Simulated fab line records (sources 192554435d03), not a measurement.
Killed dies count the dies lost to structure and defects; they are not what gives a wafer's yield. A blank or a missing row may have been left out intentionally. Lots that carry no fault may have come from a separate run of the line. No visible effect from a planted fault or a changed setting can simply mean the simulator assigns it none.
Split-lot experiment	flow n5_finfet	21 wafers read from 7 lots, route of 1938 steps

## THE SPLIT ITSELF
At N5_PASSIVATION_EXPOSE_27 (exposes mask PAD, defocus 0 nm), the setting dose_mj was moved away from the recipe's 32.3 on 6 of the 21 wafers read, by -7.1% to -4.4%. All remaining wafers had this setting at the recipe value.

## FROM THE SPLIT TO THE READING: what the file shows between them, 3 steps
- N5_PASSIVATION_PEB_28
- N5_PASSIVATION_DEVELOP_29: develop time 60 s
- N5_PASSIVATION_HARDBAKE_31: time 120 s

## THE READING
cd_nm (nm) at N5_PASSIVATION_CD_MEAS_30, where the cd target is 4000 nm. On this fab line, fault-free wafers typically give 4000.0 nm with a standard deviation of 1.6 nm.

wafer	tool, chamber at the split	dose_mj as run	against the recipe	cd_nm, nm	against lot-mates on the recipe
L075.1	krf_scanner-02, 0	32.3	recipe	3998.1	-
L075.2	krf_scanner-02, 0	30	-7.1%	3987.2	-11.3
L075.4	krf_scanner-02, 0	32.3	recipe	3998.9	-
L084.4	krf_scanner-01, 0	32.3	recipe	3998.0	-
L084.5	krf_scanner-01, 0	32.3	recipe	3999.1	-
L084.6	krf_scanner-01, 0	32.3	recipe	3999.7	-
L085.1	krf_scanner-02, 0	30.41	-5.9%	3989.3	-10.6
L085.3	krf_scanner-02, 0	32.3	recipe	3999.3	-
L085.4	krf_scanner-02, 0	32.3	recipe	4000.5	-
L091.1	krf_scanner-02, 0	32.3	recipe	3998.5	-
L091.2	krf_scanner-02, 0	30.88	-4.4%	3989.6	-8.9
L091.6	krf_scanner-02, 0	30.88	-4.4%	3990.0	-8.5
L090.1	krf_scanner-01, 0	32.3	recipe	4000.3	-
L090.2	krf_scanner-01, 0	32.3	recipe	4000.5	-
L090.3	krf_scanner-01, 0	32.3	recipe	4001.2	-
L089.1	krf_scanner-01, 0	32.3	recipe	4002.1	-
L089.4	krf_scanner-01, 0	32.3	recipe	3998.7	-
L089.5	krf_scanner-01, 0	32.3	recipe	4000.0	-
L097.2	krf_scanner-01, 0	30.06	-6.9%	3989.2	-13.9
L097.3	krf_scanner-01, 0	32.3	recipe	4003.1	-
L097.4	krf_scanner-01, 0	30.06	-6.9%	3986.7	-16.4

THE FIT
A straight line over all 21 wafers: cd_nm changes by +1.83 nm for each +1% of dose_mj; r = +0.96; the points scatter about the line by 1.5 nm.
The same after taking each lot's own level away (the mean of its wafers on the recipe; 21 wafers): +1.95 nm for each +1%; r = +0.98; scatter 1.1 nm.
According to that fit, moving dose_mj by its largest amount changes the reading by 14 nm.
Measured against the standard deviation above, the lots' own levels, which go from 3998.50 to 4003.10 nm, span 2.9 times it.
Consequently the slope shifts little with the lot-to-lot level, the two slopes agreeing.
Check: -14.7 nm against its lot-mates is what the line predicts for one of the wafers moved furthest among these (-7.1%) when that wafer is left out of the fit. It came out at -11.3 nm against them.

## FURTHER SPLITS ON THESE WAFERS
Other splits were also applied to these wafers ahead of the reading. Each is held against what the fit with the lots' levels taken away leaves over:
other split on the same wafers	wafers away from the commonest value	r with cd_nm (lot level and that fit taken away)
N5_BEOL_M15_EXPOSE_25 dose_mj	6	-0.28
N5_BEOL_M15_TRENCH_ETCH_34 time_s	9	-0.08
N5_MIM_BOT_ETCH_ETCH_04 time_s	4	-0.16

## THE FILE'S OWN FIT
cd_nm changes by +1.87 nm for each +1% of dose_mj, r = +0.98.
